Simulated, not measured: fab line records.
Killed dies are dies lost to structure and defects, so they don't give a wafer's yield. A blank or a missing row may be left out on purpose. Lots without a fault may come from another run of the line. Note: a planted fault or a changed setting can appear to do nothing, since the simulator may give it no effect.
Split-lot study | flow n5_finfet | 39 wafers read across 7 lots, on a route 1938 steps long

## SPLIT DETAILS
At N5_PASSIVATION_AL_DEP_21 (deposits Al, target thk 2800 nm, time 170 s), the setting target_thk_a was moved away from the recipe's 28000 angstrom on 18 of the 39 wafers read, by -59.2% to +55.4%. The other wafers ran this setting at the recipe's value.

The split's own step is where the reading is taken.

## THE READING
Al_of_PASSIVATION_AL_DEP_21.thk_nm (the simulator's own value, which no gauge read), in nm, at N5_PASSIVATION_AL_DEP_21 (deposits Al, target thk 2800 nm, time 170 s). The file gives no usual value for it. Here, 21 wafers ran the recipe; their average is 2801 nm with a standard deviation of 30 nm.

wafer  | tool, chamber at the split | target_thk_a as run, angstrom | against the recipe | Al_of_PASSIVATION_AL_DEP_21.thk_nm, nm | against lot-mates on the recipe
L075.1 | pvd_sputter-03, -          | 21950                         | -21.6%             | 2181                                   | -633
L075.2 | pvd_sputter-03, -          | 28000                         | recipe             | 2809                                   | -
L075.3 | pvd_sputter-03, -          | 28000                         | recipe             | 2834                                   | -
L075.4 | pvd_sputter-03, -          | 21950                         | -21.6%             | 2174                                   | -640
L075.5 | pvd_sputter-03, -          | 21950                         | -21.6%             | 2262                                   | -552
L075.6 | pvd_sputter-03, -          | 28000                         | recipe             | 2798                                   | -
L076.1 | pvd_sputter-02, -          | 41120                         | +46.9%             | 4073                                   | +1296
L076.2 | pvd_sputter-02, -          | 41120                         | +46.9%             | 4062                                   | +1285
L076.3 | pvd_sputter-02, -          | 28000                         | recipe             | 2785                                   | -
L076.4 | pvd_sputter-02, -          | 41120                         | +46.9%             | 4109                                   | +1332
L076.5 | pvd_sputter-02, -          | 28000                         | recipe             | 2758                                   | -
L076.6 | pvd_sputter-02, -          | 28000                         | recipe             | 2788                                   | -
L081.1 | pvd_sputter-03, -          | 28000                         | recipe             | 2806                                   | -
L081.2 | pvd_sputter-03, -          | 34530                         | +23.3%             | 3475                                   | +678
L081.3 | pvd_sputter-03, -          | 34530                         | +23.3%             | 3498                                   | +701
L081.4 | pvd_sputter-03, -          | 34530                         | +23.3%             | 3414                                   | +617
L081.5 | pvd_sputter-03, -          | 28000                         | recipe             | 2825                                   | -
L081.6 | pvd_sputter-03, -          | 28000                         | recipe             | 2760                                   | -
L082.1 | pvd_sputter-01, -          | 43520                         | +55.4%             | 4282                                   | +1483
L082.2 | pvd_sputter-01, -          | 28000                         | recipe             | 2807                                   | -
L082.3 | pvd_sputter-01, -          | 43520                         | +55.4%             | 4357                                   | +1558
L082.4 | pvd_sputter-01, -          | 28000                         | recipe             | 2801                                   | -
L082.5 | pvd_sputter-01, -          | 28000                         | recipe             | 2788                                   | -
L082.6 | pvd_sputter-01, -          | 43520                         | +55.4%             | 4271                                   | +1472
L086.1 | pvd_sputter-01, -          | 11420                         | -59.2%             | 1190                                   | -1649
L086.2 | pvd_sputter-01, -          | 11420                         | -59.2%             | 1217                                   | -1622
L086.3 | pvd_sputter-01, -          | 28000                         | recipe             | 2803                                   | -
L086.4 | pvd_sputter-01, -          | 28000                         | recipe             | 2857                                   | -
L086.5 | pvd_sputter-01, -          | 11420                         | -59.2%             | 1223                                   | -1616
L086.6 | pvd_sputter-01, -          | 28000                         | recipe             | 2856                                   | -
L092.1 | pvd_sputter-03, -          | 28000                         | recipe             | 2759                                   | -
L092.2 | pvd_sputter-03, -          | 28000                         | recipe             | 2810                                   | -
L092.6 | pvd_sputter-03, -          | 28000                         | recipe             | 2742                                   | -
L095.1 | pvd_sputter-03, -          | 28000                         | recipe             | 2830                                   | -
L095.2 | pvd_sputter-03, -          | 34880                         | +24.6%             | 3435                                   | +624
L095.3 | pvd_sputter-03, -          | 34880                         | +24.6%             | 3495                                   | +684
L095.4 | pvd_sputter-03, -          | 34880                         | +24.6%             | 3493                                   | +682
L095.5 | pvd_sputter-03, -          | 28000                         | recipe             | 2812                                   | -
L095.6 | pvd_sputter-03, -          | 28000                         | recipe             | 2790                                   | -

THE FIT
A straight line over all 39 wafers: Al_of_PASSIVATION_AL_DEP_21.thk_nm changes by +27.2 nm for each +1% of target_thk_a; r = +1.00; the points scatter about the line by 32 nm.
The same after taking each lot's own level away (the mean of its wafers on the recipe; 39 wafers): +27.5 nm for each +1%; r = +1.00; scatter 29 nm.
On that fit, the largest move of target_thk_a shifts the reading by 1.6e+03 nm.
From 2770.3 to 2838.7 nm: that is the span of the lots' own levels, equal to 2.3 times the standard deviation above.
Hence the lot-to-lot level has little effect on the slope; both slopes agree.
Check: for one of the wafers moved furthest among these (-59.2%), held out of the fit, the line's prediction against its lot-mates is -1.63e+03 nm. It came out at -1.65e+03 nm against them.

## THE OTHER SPLITS THESE WAFERS WENT THROUGH
These wafers also went through other splits before the reading. Each is held against what the fit with the lots' levels taken away leaves over:
other split on the same wafers     | wafers away from the commonest value | r with Al_of_PASSIVATION_AL_DEP_21.thk_nm (lot level and that fit taken away)
N5_BEOL_M13_ILD_DEP_00 time_s      | 15                                   | +0.05
N5_MIM_BOT_SPUTTER_00 target_thk_a | 15                                   | +0.03

## THE FILE'S OWN FIT
Al_of_PASSIVATION_AL_DEP_21.thk_nm changes by +27.5 nm for each +1% of target_thk_a, r = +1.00.
